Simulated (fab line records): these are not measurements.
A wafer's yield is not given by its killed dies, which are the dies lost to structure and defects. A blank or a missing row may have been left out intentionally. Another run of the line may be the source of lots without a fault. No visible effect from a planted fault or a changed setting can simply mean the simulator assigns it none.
fab line records	flow n5_finfet
record lots=5	wafers=15	last_day=18
route steps=1938 shown BEOL_M4@1090 BEOL_M5@1112
lots that met no fault: from a run of the same line without faults
start_h: the number of hours between the record's first day and the start of the first shown wafer of the lot	wait_h: time in hours since the lot's previous step	" same as the row above	L1.1+2: a single row standing in for several wafers	- no value, or no start was given	* or withheld: withheld	< > ~ a bound
route shown NAME@n: a module of which the file shows steps, and the number in the route of the first	usual: average and standard deviation across the fault-free wafers	same: alike in all rows	chamber/n: place in a boat	sites: the reading at each site	_std_site: their standard deviation	_edge_site: outer sites' mean less inner sites'	radius_mm: how far each site lies from the wafer's centre	mask NAME#n: copy n	behind: the most recent tool/chamber to have shaped the wafer	hold: what put the lot on hold/how long, in hours/how the hold closed	device: whichever transistor did not switch (one of n, p or np)	end of line: the route-end tests of the same wafers	step lacking rows: just its recipe	killed: dies lost to structure and defects at the first sort, not the wafer's yield	map: the dies of a wafer, with x for killed, . for not killed, _ for no die there
set.NAME: the setting as run; set.NAME@STEP: as run at that earlier step	model.NAME: the simulator's own value behind a step, which no gauge read
lots at some steps of the route; a table a step, a row a wafer
services: when a tool's chamber went out of use (start_h, in hours from the record's first day, below 0 if earlier), for how many hours, and the reason
## steps
# step N5_BEOL_M4_SPUTTER_86
# recipe material=Cu	target_thk_a=45	temp_c=-20	chamber_pressure_pa=0.07	power_w=withheld	time_s=8.29
# usual throttle_valve_pct=29.8/0.99
lot.wafer	tool	chamber	start_h	wait_h	throttle_valve_pct
L075.1	pvd_sputter-01	-	176.59	0.1	30.0
L075.4	"	-	"	"	29.9
L075.5	"	-	"	"	29.7
L081.3	pvd_sputter-03	-	205.34	0.1	29.8
L081.5	"	-	"	"	29.6
L081.6	"	-	"	"	30.9
L086.2	pvd_sputter-01	-	250.98	0.1	30.2
L086.4	"	-	"	"	30.2
L086.5	"	-	"	"	30.5
L089.2	pvd_sputter-02	-	271.51	0.1	29.5
L089.3	"	-	"	"	27.7
L089.5	"	-	"	"	30.7
L095.1	pvd_sputter-01	-	305.35	0.1	30.2
L095.3	"	-	"	"	30.0
L095.4	"	-	"	"	29.5
# step N5_BEOL_M4_ANNEAL_87
# recipe temp_c=400	time_s=240	ambient=vacuum
# usual heater_power_w=818/110
lot.wafer	tool	chamber	start_h	wait_h	heater_power_w
L075.1	pvd_sputter-01	-	176.67	0.0	902
L075.4	"	-	"	"	823
L075.5	"	-	"	"	831
L081.3	pvd_sputter-03	-	205.42	0.0	778
L081.5	"	-	"	"	789
L081.6	"	-	"	"	649
L086.2	pvd_sputter-01	-	251.06	0.0	848
L086.4	"	-	"	"	904
L086.5	"	-	"	"	771
L089.2	pvd_sputter-02	-	271.59	0.0	988
L089.3	"	-	"	"	788
L089.5	"	-	"	"	761
L095.1	pvd_sputter-01	-	305.43	0.0	775
L095.3	"	-	"	"	938
L095.4	"	-	"	"	815
# step N5_BEOL_M4_SPUTTER_88
# recipe material=Cu	target_thk_a=45	temp_c=-20	chamber_pressure_pa=0.07	power_w=withheld	time_s=8.29
# usual throttle_valve_pct=29.8/1
lot.wafer	tool	chamber	start_h	wait_h	throttle_valve_pct
L075.1	pvd_sputter-01	-	176.81	0.1	29.8
L075.4	"	-	"	"	29.7
L075.5	"	-	"	"	30.1
L081.3	pvd_sputter-03	-	205.56	0.1	29.9
L081.5	"	-	"	"	29.8
L081.6	"	-	"	"	30.7
L086.2	pvd_sputter-01	-	251.20	0.1	29.7
L086.4	"	-	"	"	30.2
L086.5	"	-	"	"	30.5
L089.2	pvd_sputter-02	-	271.73	0.1	29.8
L089.3	"	-	"	"	27.7
L089.5	"	-	"	"	30.7
L095.1	pvd_sputter-01	-	305.57	0.1	30.4
L095.3	"	-	"	"	30.1
L095.4	"	-	"	"	30.0
# step N5_BEOL_M4_ANNEAL_89
# recipe temp_c=400	time_s=240	ambient=vacuum
# usual heater_power_w=818/110
lot.wafer	tool	chamber	start_h	wait_h	heater_power_w
L075.1	pvd_sputter-01	-	176.89	0.0	910
L075.4	"	-	"	"	828
L075.5	"	-	"	"	827
L081.3	pvd_sputter-03	-	205.64	0.0	789
L081.5	"	-	"	"	780
L081.6	"	-	"	"	658
L086.2	pvd_sputter-01	-	251.28	0.0	826
L086.4	"	-	"	"	931
L086.5	"	-	"	"	764
L089.2	pvd_sputter-02	-	271.81	0.0	1014
L089.3	"	-	"	"	792
L089.5	"	-	"	"	766
L095.1	pvd_sputter-01	-	305.65	0.0	750
L095.3	"	-	"	"	935
L095.4	"	-	"	"	809
# step N5_BEOL_M4_SPUTTER_90
# recipe material=Cu	target_thk_a=45	temp_c=-20	chamber_pressure_pa=0.07	power_w=withheld	time_s=8.29
# usual throttle_valve_pct=29.8/1
lot.wafer	tool	chamber	start_h	wait_h	throttle_valve_pct
L075.1	pvd_sputter-01	-	177.03	0.1	30.0
L075.4	"	-	"	"	30.1
L075.5	"	-	"	"	29.9
L081.3	pvd_sputter-03	-	205.78	0.1	29.6
L081.5	"	-	"	"	29.3
L081.6	"	-	"	"	31.0
L086.2	pvd_sputter-01	-	251.42	0.1	29.8
L086.4	"	-	"	"	30.3
L086.5	"	-	"	"	30.2
L089.2	pvd_sputter-02	-	271.95	0.1	30.0
L089.3	"	-	"	"	27.6
L089.5	"	-	"	"	30.5
L095.1	pvd_sputter-01	-	305.79	0.1	30.5
L095.3	"	-	"	"	30.1
L095.4	"	-	"	"	29.8
# step N5_BEOL_M4_ANNEAL_91
# recipe temp_c=400	time_s=240	ambient=vacuum
# usual heater_power_w=817/110
lot.wafer	tool	chamber	start_h	wait_h	heater_power_w
L075.1	pvd_sputter-01	-	177.11	0.0	924
L075.4	"	-	"	"	845
L075.5	"	-	"	"	855
L081.3	pvd_sputter-03	-	205.86	0.0	785
L081.5	"	-	"	"	803
L081.6	"	-	"	"	656
L086.2	pvd_sputter-01	-	251.50	0.0	833
L086.4	"	-	"	"	921
L086.5	"	-	"	"	760
L089.2	pvd_sputter-02	-	272.03	0.0	978
L089.3	"	-	"	"	806
L089.5	"	-	"	"	759
L095.1	pvd_sputter-01	-	305.87	0.0	766
L095.3	"	-	"	"	909
L095.4	"	-	"	"	832
# step N5_BEOL_M4_SPUTTER_92
# recipe material=Cu	target_thk_a=45	temp_c=-20	chamber_pressure_pa=0.07	power_w=withheld	time_s=8.29
# usual throttle_valve_pct=29.8/1
lot.wafer	tool	chamber	start_h	wait_h	throttle_valve_pct
L075.1	pvd_sputter-01	-	177.25	0.1	30.2
L075.4	"	-	"	"	29.9
L075.5	"	-	"	"	29.8
L081.3	pvd_sputter-03	-	206.00	0.1	29.6
L081.5	"	-	"	"	29.9
L081.6	"	-	"	"	30.8
L086.2	pvd_sputter-01	-	251.64	0.1	30.0
L086.4	"	-	"	"	30.1
L086.5	"	-	"	"	30.7
L089.2	pvd_sputter-02	-	272.17	0.1	29.9
L089.3	"	-	"	"	27.5
L089.5	"	-	"	"	30.8
L095.1	pvd_sputter-01	-	306.01	0.1	30.4
L095.3	"	-	"	"	30.2
L095.4	"	-	"	"	29.8
# step N5_BEOL_M4_ANNEAL_93
# recipe temp_c=400	time_s=240	ambient=vacuum
# usual heater_power_w=819/110
lot.wafer	tool	chamber	start_h	wait_h	heater_power_w
L075.1	pvd_sputter-01	-	177.33	0.0	907
L075.4	"	-	"	"	843
L075.5	"	-	"	"	818
L081.3	pvd_sputter-03	-	206.08	0.0	768
L081.5	"	-	"	"	798
L081.6	"	-	"	"	651
L086.2	pvd_sputter-01	-	251.72	0.0	840
L086.4	"	-	"	"	938
L086.5	"	-	"	"	765
L089.2	pvd_sputter-02	-	272.25	0.0	1001
L089.3	"	-	"	"	801
L089.5	"	-	"	"	768
L095.1	pvd_sputter-01	-	306.09	0.0	765
L095.3	"	-	"	"	929
L095.4	"	-	"	"	866
# step N5_BEOL_M4_SPUTTER_94
# recipe material=Cu	target_thk_a=45	temp_c=-20	chamber_pressure_pa=0.07	power_w=withheld	time_s=8.29
# usual throttle_valve_pct=29.8/1
lot.wafer	tool	chamber	start_h	wait_h	throttle_valve_pct
L075.1	pvd_sputter-01	-	177.47	0.1	30.2
L075.4	"	-	"	"	30.1
L075.5	"	-	"	"	29.7
L081.3	pvd_sputter-03	-	206.22	0.1	29.7
L081.5	"	-	"	"	29.8
L081.6	"	-	"	"	30.9
L086.2	pvd_sputter-01	-	251.86	0.1	29.7
L086.4	"	-	"	"	29.9
L086.5	"	-	"	"	30.6
L089.2	pvd_sputter-02	-	272.39	0.1	29.9
L089.3	"	-	"	"	27.7
L089.5	"	-	"	"	30.6
L095.1	pvd_sputter-01	-	306.23	0.1	30.4
L095.3	"	-	"	"	30.3
L095.4	"	-	"	"	30.0
# step N5_BEOL_M4_ANNEAL_95
# recipe temp_c=400	time_s=240	ambient=vacuum
# usual heater_power_w=819/110
lot.wafer	tool	chamber	start_h	wait_h	heater_power_w
L075.1	pvd_sputter-01	-	177.55	0.0	908
L075.4	"	-	"	"	842
L075.5	"	-	"	"	819
L081.3	pvd_sputter-03	-	206.30	0.0	795
L081.5	"	-	"	"	786
L081.6	"	-	"	"	673
L086.2	pvd_sputter-01	-	251.94	0.0	844
L086.4	"	-	"	"	949
L086.5	"	-	"	"	772
L089.2	pvd_sputter-02	-	272.47	0.0	971
L089.3	"	-	"	"	796
L089.5	"	-	"	"	749
L095.1	pvd_sputter-01	-	306.31	0.0	769
L095.3	"	-	"	"	910
L095.4	"	-	"	"	856
# step N5_BEOL_M4_SPUTTER_96
# recipe material=Cu	target_thk_a=45	temp_c=-20	chamber_pressure_pa=0.07	power_w=withheld	time_s=8.29
# usual throttle_valve_pct=29.8/1
lot.wafer	tool	chamber	start_h	wait_h	throttle_valve_pct
L075.1	pvd_sputter-01	-	177.69	0.1	30.0
L075.4	"	-	"	"	29.5
L075.5	"	-	"	"	30.1
L081.3	pvd_sputter-03	-	206.44	0.1	29.9
L081.5	"	-	"	"	29.9
L081.6	"	-	"	"	30.9
L086.2	pvd_sputter-01	-	252.08	0.1	29.9
L086.4	"	-	"	"	30.0
L086.5	"	-	"	"	30.3
L089.2	pvd_sputter-02	-	272.61	0.1	29.8
L089.3	"	-	"	"	27.7
L089.5	"	-	"	"	30.4
L095.1	pvd_sputter-01	-	306.45	0.1	30.4
L095.3	"	-	"	"	29.9
L095.4	"	-	"	"	29.7
# step N5_BEOL_M4_ECD_50
# recipe material=Cu	target_thk_a=3000
lot.wafer	tool	chamber	start_h	wait_h
L075.1+4+5	ecd_cu-01	1,1,0	177.81	0.1
L081.3+5+6	ecd_cu-01	0,0,1	206.59	0.1
L086.2+4+5	ecd_cu-02	1,0,1	252.20	0.1
L089.2+3+5	ecd_cu-01	1,0,0	272.73	0.1
L095.1+3+4	ecd_cu-02	1,1,0	306.56	0.1
# step N5_BEOL_M4_ANNEAL_51
# recipe temp_c=225	time_s=90	ambient=N2
# usual wafer_temp_C_max=226.2/0.47
lot.wafer	tool	chamber	start_h	wait_h	wafer_temp_C_max
L075.1	rtp_anneal-01	0	177.89	0.1	225.2
L075.4	"	0	"	"	225.8
L075.5	"	0	"	"	225.7
L081.3	rtp_anneal-02	0	206.74	0.1	226.1
L081.5	"	0	"	"	226.6
L081.6	"	0	"	"	226.4
L086.2	rtp_anneal-01	0	252.32	0.1	225.7
L086.4	"	0	"	"	226.0
L086.5	"	0	"	"	225.5
L089.2	rtp_anneal-02	0	273.01	0.3	226.4
L089.3	"	0	"	"	226.3
L089.5	"	0	"	"	226.5
L095.1	rtp_anneal-01	0	306.64	0.1	225.7
L095.3	"	0	"	"	225.6
L095.4	"	0	"	"	225.7
# step N5_BEOL_M4_CMP_52
# recipe stop_on=SiOC	t_overpolish_s=6.8	down_force_psi=1	platen_rpm=50	clearing_platen_down_force_psi=1.5	clearing_platen_rpm=50	post_cmp_clean=cu_alkaline	target_thk_nm=40	clearing_platen_pad_velocity_m_s=0.99484	pad_velocity_m_s=0.99484
# usual barrier_field_endpoint_s=24.7/0.71	head_pressure_psi=1.0005/0.0021	motor_current_A=6.0/0.66	overpolish_run_s=6.799/0.0087	time_to_endpoint_s=61/3.6
lot.wafer	tool	chamber	start_h	wait_h	barrier_field_endpoint_s	head_pressure_psi	motor_current_A	overpolish_run_s	time_to_endpoint_s
L075.4	cmp-01	3	178.20	0.1	25.1	1.0000	6.0	6.799	62
L075.1	"	1	"	"	24.1	0.9976	6.0	6.793	58
L075.5	"	0	"	"	24.4	0.9979	6.2	6.793	59
L081.3	cmp-02	3	206.95	0.2	24.1	0.9991	6.5	6.784	57
L081.6	"	3	"	"	24.3	1.0022	6.3	6.799	58
L081.5	"	0	"	"	25.5	1.0004	6.4	6.800	62
L086.2	cmp-02	0	252.67	0.3	25.0	0.9998	6.0	6.794	62
L086.4	"	1	"	"	24.0	0.9982	7.0	6.779	59
L086.5	"	3	"	"	24.9	0.9999	6.5	6.798	60
L089.3	cmp-04	0	273.30	0.2	24.4	0.9985	5.1	6.800	63
L089.2	"	2	"	"	25.4	1.0055	6.2	6.814	66
L089.5	"	3	"	"	23.4	1.0021	6.7	6.805	56
L095.1	cmp-01	2	307.64	1.0	25.0	1.0021	4.7	6.803	64
L095.3	"	3	"	"	25.0	1.0013	5.7	6.794	64
L095.4	"	0	"	"	24.9	1.0008	6.2	6.804	59
# step N5_BEOL_M4_THK_MEAS_53
# recipe thk_meas_gauge=xrf	reads=Cu_of_BEOL_M4_ECD_50
# usual M4_THK=39.0/1.9
lot.wafer	tool	chamber	start_h	wait_h	M4_THK[nm]
L075.1	film_metro-01	-	178.49	-	40.0
L075.4	"	-	"	"	40.6
L075.5	"	-	"	"	39.6
L081.3	film_metro-01	-	207.24	-	37.3
L081.5	"	-	"	"	42.7
L081.6	"	-	"	"	39.6
L086.2	film_metro-01	-	252.93	-	42.0
L086.4	"	-	"	"	40.0
L086.5	"	-	"	"	40.8
L089.2	film_metro-01	-	273.56	-	40.7
L089.3	"	-	"	"	37.4
L089.5	"	-	"	"	36.3
L095.1	film_metro-02	-	307.94	-	41.7
L095.3	"	-	"	"	38.6
L095.4	"	-	"	"	38.2
# step N5_BEOL_M4_PRE_CLEAN_60
# recipe gas=NH3/H2	time_s=15	temp_c=*	rf_power_w=300
# usual heater_power_w=85/22
lot.wafer	tool	chamber	start_h	wait_h	heater_power_w
L075.1	cvd_co-01	1	178.53	0.0	73
L075.4	"	0	"	"	65
L075.5	"	1	"	"	73
L081.3	cvd_co-02	2	207.28	0.0	99
L081.5	"	2	"	"	96
L081.6	"	1	"	"	130
L086.2	cvd_co-02	2	252.97	0.0	98
L086.4	"	0	"	"	84
L086.5	"	1	"	"	133
L089.2	cvd_co-02	1	273.65	0.1	130
L089.3	"	0	"	"	86
L089.5	"	1	"	"	129
L095.1	cvd_co-01	1	307.97	0.0	75
L095.3	"	0	"	"	67
L095.4	"	0	"	"	65
# step N5_BEOL_M4_CO_CAP_55
# recipe material=Co	target_thk_a=20	temp_c=200	precursor=CCTBA/H2	pressure_torr=30	time_s=102.1
# usual heater_power_w=237/28
lot.wafer	tool	chamber	start_h	wait_h	heater_power_w
L075.1	cvd_co-01	1	178.57	0.0	222
L075.4	"	0	"	"	214
L075.5	"	1	"	"	222
L081.3	cvd_co-02	2	207.32	0.0	254
L081.5	"	2	"	"	261
L081.6	"	1	"	"	296
L086.2	cvd_co-02	2	253.01	0.0	257
L086.4	"	0	"	"	235
L086.5	"	1	"	"	291
L089.2	cvd_co-02	1	273.69	0.0	298
L089.3	"	0	"	"	235
L089.5	"	1	"	"	298
L095.1	cvd_co-01	1	308.01	0.0	223
L095.3	"	0	"	"	215
L095.4	"	0	"	"	213
# step N5_BEOL_M4_PRE_CLEAN_56
# recipe gas=NH3	time_s=15	temp_c=withheld	rf_power_w=300
lot.wafer	tool	chamber	start_h	wait_h
L075.1+4+5	pecvd-04	1,0,2	178.66	0.1
L081.3+5+6	pecvd-02	0,2,0	207.41	0.1
L086.2+4+5	pecvd-01	2,0,1	253.10	0.1
L089.2+3+5	pecvd-01	1,2,0	273.78	0.1
L095.1+3+4	pecvd-02	0,1,1	308.10	0.1
# step N5_BEOL_M4_DEP_57
# recipe material=SiCN	target_thk_a=80	temp_c=withheld	precursor=3MS/NH3	pressure_torr=3	rf_w=202	time_s=14
# usual showerhead_plenum_p_Torr=3.663/0.0085	throttle_valve_pct=9.0/0.4
lot.wafer	tool	chamber	start_h	wait_h	showerhead_plenum_p_Torr	throttle_valve_pct
L075.1	pecvd-04	1	178.69	0.0	3.640	9.2
L075.4	"	0	"	"	3.666	9.1
L075.5	"	2	"	"	3.663	8.1
L081.3	pecvd-02	0	207.44	0.0	3.668	9.4
L081.5	"	2	"	"	3.657	8.5
L081.6	"	0	"	"	3.673	9.0
L086.2	pecvd-01	2	253.12	0.0	3.671	9.2
L086.4	"	0	"	"	3.662	8.8
L086.5	"	1	"	"	3.658	9.2
L089.2	pecvd-01	1	273.81	0.0	3.659	9.3
L089.3	"	2	"	"	3.681	9.1
L089.5	"	0	"	"	3.657	9.1
L095.1	pecvd-02	0	308.13	0.0	3.665	8.5
L095.3	"	1	"	"	3.675	8.9
L095.4	"	1	"	"	3.665	9.0
# step N5_BEOL_M4_RS_MEAS_58
# recipe thk_meas_gauge=four-point-probe	reads=Co_of_BEOL_M4_CO_CAP_55+Cu_of_BEOL_M4_ECD_50+Co_of_BEOL_M4_CVD_47+TaN_of_BEOL_M4_ALD_84
# usual M4_RS=0.70/0.043
lot.wafer	tool	chamber	start_h	wait_h	M4_RS[ohm/sq]
L075.1	film_metro-01	-	178.75	0.0	0.68
L075.4	"	-	"	"	0.67
L075.5	"	-	"	"	0.69
L081.3	film_metro-01	-	207.50	0.1	0.75
L081.5	"	-	"	"	0.63
L081.6	"	-	"	"	0.69
L086.2	film_metro-01	-	253.19	0.1	0.64
L086.4	"	-	"	"	0.68
L086.5	"	-	"	"	0.66
L089.2	film_metro-01	-	273.88	0.1	0.66
L089.3	"	-	"	"	0.74
L089.5	"	-	"	"	0.76
L095.1	film_metro-02	-	308.20	0.0	0.64
L095.3	"	-	"	"	0.71
L095.4	"	-	"	"	0.71
# step N5_BEOL_M4_INSPECT_59
# recipe inspect_instrument=darkfield	mode=post_dep
# usual raw_defect_count=73/22
lot.wafer	tool	chamber	start_h	wait_h	raw_defect_count
L075.1	defect_inspect-02	-	178.78	0.0	73
L075.4	"	-	"	"	82
L075.5	"	-	"	"	95
L081.3	defect_inspect-02	-	207.53	0.0	52
L081.5	"	-	"	"	36
L081.6	"	-	"	"	55
L086.2	defect_inspect-01	-	253.22	0.0	81
L086.4	"	-	"	"	132
L086.5	"	-	"	"	92
L089.2	defect_inspect-01	-	273.90	0.0	45
L089.3	"	-	"	"	50
L089.5	"	-	"	"	56
L095.1	defect_inspect-02	-	308.22	0.0	79
L095.3	"	-	"	"	62
L095.4	"	-	"	"	87
# step N5_BEOL_M4_RC_MEAS_101
# usual DIBL_N=37.2/2.5	DIBL_P=38/3	IOFF_N=0.17/0.044	IOFF_P=0.24/0.059	ION_N=667/13	ION_P=461/7.9	SS_N=71.8/0.86	SS_P=73.6/0.92	VT_N=250/4.1	VT_P=-249/3.9
lot.wafer	tool	chamber	start_h	wait_h	DIBL_N[mV/V]	DIBL_P[mV/V]	IOFF_N[nA/um]	IOFF_P[nA/um]	ION_N[uA/um]	ION_P[uA/um]	SS_N[mV/dec]	SS_P[mV/dec]	VT_N[mV]	VT_P[mV]
L075.1	prober-01	0	178.80	0.0	38.8	39	0.20	0.26	678	464	72.4	73.1	247	-247
L075.4	"	0	"	"	34.9	34	0.12	0.17	654	453	71.8	72.8	252	-252
L075.5	"	0	"	"	41.2	42	0.25	0.32	699	479	73.4	74.8	244	-243
L081.3	prober-02	0	207.86	0.3	38.4	38	0.20	0.26	686	464	72.6	73.8	245	-245
L081.5	"	0	"	"	37.9	37	0.19	0.24	683	465	71.4	73.6	250	-248
L081.6	"	0	"	"	36.1	35	0.15	0.21	669	458	70.9	72.8	249	-250
L086.2	prober-01	0	253.40	0.2	40.6	41	0.22	0.42	684	483	73.4	74.5	244	-238
L086.4	"	0	"	"	40.4	40	0.19	0.34	668	469	73.3	73.7	250	-241
L086.5	"	0	"	"	37.3	37	0.16	0.29	668	476	71.8	73.7	249	-242
L089.2	prober-01	0	274.08	0.2	38.3	42	0.20	0.33	664	468	72.6	74.3	249	-243
L089.3	"	0	"	"	36.3	39	0.17	0.27	669	461	72.1	73.7	250	-244
L089.5	"	0	"	"	38.5	41	0.21	0.32	682	473	71.9	75.2	247	-243
L095.1	prober-02	0	308.25	0.0	36.7	38	0.15	0.21	664	457	71.7	73.5	253	-253
L095.3	"	0	"	"	40.4	42	0.23	0.28	681	467	73.5	74.7	247	-250
L095.4	"	0	"	"	38.8	41	0.20	0.27	670	457	72.7	74.5	246	-249
# step N5_BEOL_M5_ILD_DEP_00
# recipe material=SiCOH_lowk	target_thk_a=1406.4	temp_c=300	precursor=DEMS/porogen	pressure_torr=5	rf_w=500	time_s=25.9
# usual heater_power_w=315/47	showerhead_plenum_p_Torr=5.744/0.017	throttle_valve_pct=13.7/0.67
lot.wafer	tool	chamber	start_h	wait_h	heater_power_w	showerhead_plenum_p_Torr	throttle_valve_pct
L075.1	pecvd-04	2	179.78	0.8	337	5.744	12.5
L075.4	"	0	"	"	418	5.739	14.0
L075.5	"	1	"	"	286	5.725	14.0
L081.3	pecvd-01	0	208.52	0.5	274	5.732	13.7
L081.5	"	1	"	"	306	5.730	14.1
L081.6	"	0	"	"	274	5.756	13.6
L086.2	pecvd-01	0	254.20	0.7	257	5.723	13.9
L086.4	"	1	"	"	357	5.734	13.6
L086.5	"	0	"	"	272	5.747	13.8
L089.2	pecvd-01	1	274.90	0.7	318	5.740	13.7
L089.3	"	0	"	"	275	5.736	13.8
L089.5	"	0	"	"	205	5.728	14.0
L095.1	pecvd-03	2	309.21	0.8	272	5.760	13.0
L095.3	"	1	"	"	353	5.737	15.1
L095.4	"	0	"	"	259	5.784	12.9
# step N5_BEOL_M5_CURE_79
# recipe temp_c=385	time_s=240	ambient=He/Ar	material=SiCOH_lowk
# usual lamp_power_pct=52.32/0.053	wafer_temp_C_max=386.7/0.53
lot.wafer	tool	chamber	start_h	wait_h	lamp_power_pct	wafer_temp_C_max
L075.1	uv_cure-03	2	179.84	0.0	52.35	387.6
L075.4	"	2	"	"	52.33	388.8
L075.5	"	2	"	"	52.34	386.9
L081.3	uv_cure-01	1	208.74	0.2	52.26	386.5
L081.5	"	1	"	"	52.29	385.9
L081.6	"	1	"	"	52.22	385.7
L086.2	uv_cure-02	0	254.39	0.2	52.27	386.0
L086.4	"	0	"	"	52.26	386.1
L086.5	"	0	"	"	52.28	385.9
L089.2	uv_cure-01	0	275.04	0.1	52.35	386.6
L089.3	"	0	"	"	52.34	387.5
L089.5	"	0	"	"	52.33	387.4
L095.1	uv_cure-01	2	309.27	0.0	52.42	385.8
L095.3	"	2	"	"	52.25	386.6
L095.4	"	2	"	"	52.38	386.8
# step N5_BEOL_M5_THK_MEAS_01
# recipe reads=SiCOH_lowk_of_BEOL_M5_ILD_DEP_00
# usual M5_ILD_THK=121.6/2.1
lot.wafer	tool	chamber	start_h	wait_h	M5_ILD_THK[nm]
L075.1	film_metro-01	-	180.35	0.4	120.0
L075.4	"	-	"	"	118.9
L075.5	"	-	"	"	118.3
L081.3	film_metro-02	-	209.09	0.3	123.5
L081.5	"	-	"	"	121.6
L081.6	"	-	"	"	124.3
L086.2	film_metro-02	-	254.82	0.4	122.5
L086.4	"	-	"	"	122.7
L086.5	"	-	"	"	125.3
L089.2	film_metro-02	-	275.47	0.4	122.4
L089.3	"	-	"	"	124.3
L089.5	"	-	"	"	124.6
L095.1	film_metro-02	-	310.05	0.7	123.5
L095.3	"	-	"	"	121.3
L095.4	"	-	"	"	124.6
# step N5_BEOL_M5_PECVD_70
# recipe material=SiO2	target_thk_a=160	temp_c=400	precursor=TEOS/O2	pressure_torr=5.5	rf_w=450	teos_flow_sccm=53.8	gas=O2	flow_sccm=3000	time_s=18
# usual heater_power_w=724/87	showerhead_plenum_p_Torr=8.80/0.071	throttle_valve_pct=22.2/1.2
lot.wafer	tool	chamber	start_h	wait_h	heater_power_w	showerhead_plenum_p_Torr	throttle_valve_pct
L075.1	pecvd-04	1	180.39	0.0	657	8.73	22.7
L075.4	"	2	"	"	884	8.78	20.2
L075.5	"	1	"	"	678	8.72	22.6
L081.3	pecvd-03	1	209.14	0.1	750	8.77	23.9
L081.5	"	0	"	"	710	8.95	21.2
L081.6	"	1	"	"	757	8.76	24.1
L086.2	pecvd-01	1	254.86	0.0	719	8.75	22.4
L086.4	"	2	"	"	745	8.86	22.2
L086.5	"	0	"	"	637	8.78	22.1
L089.2	pecvd-04	2	275.51	0.0	818	8.76	20.4
L089.3	"	1	"	"	696	8.72	22.8
L089.5	"	0	"	"	747	8.77	23.0
L095.1	pecvd-04	0	310.09	0.0	903	8.76	23.0
L095.3	"	1	"	"	750	8.73	22.8
L095.4	"	0	"	"	904	8.76	23.2
## services
tool	chamber	start_h	hours	kind
cmp-04	-	160.03	1.2	repair
uv_cure-02	-	162.52	0.8	repair
cvd_co-02	2	163.16	7.5	repair
uv_cure-01	-	180.64	2.1	pm
cvd_co-01	0	188.27	2.6	repair
uv_cure-02	-	196.12	1.0	pm
cmp-02	-	207.18	5.2	pm
cvd_co-01	-	218.10	0.7	repair
pecvd-03	-	227.45	0.9	repair
cmp-01	-	228.38	0.4	repair
cmp-02	-	239.83	4.0	pm
uv_cure-02	-	240.64	12.4	repair
ecd_cu-01	-	242.54	4.9	pm
cvd_co-01	-	244.77	0.8	repair
cmp-01	-	251.56	4.0	pm
ecd_cu-02	-	254.00	7.6	pm
cmp-02	-	256.58	0.3	repair
cmp-01	-	260.01	6.3	pm
pecvd-02	-	266.68	5.9	repair
pecvd-03	2	281.80	4.3	repair
uv_cure-02	-	284.84	3.4	pm
cvd_co-02	-	298.91	4.3	pm
cvd_co-01	-	304.14	0.2	repair
pecvd-03	-	307.84	0.5	repair
## key
fault none
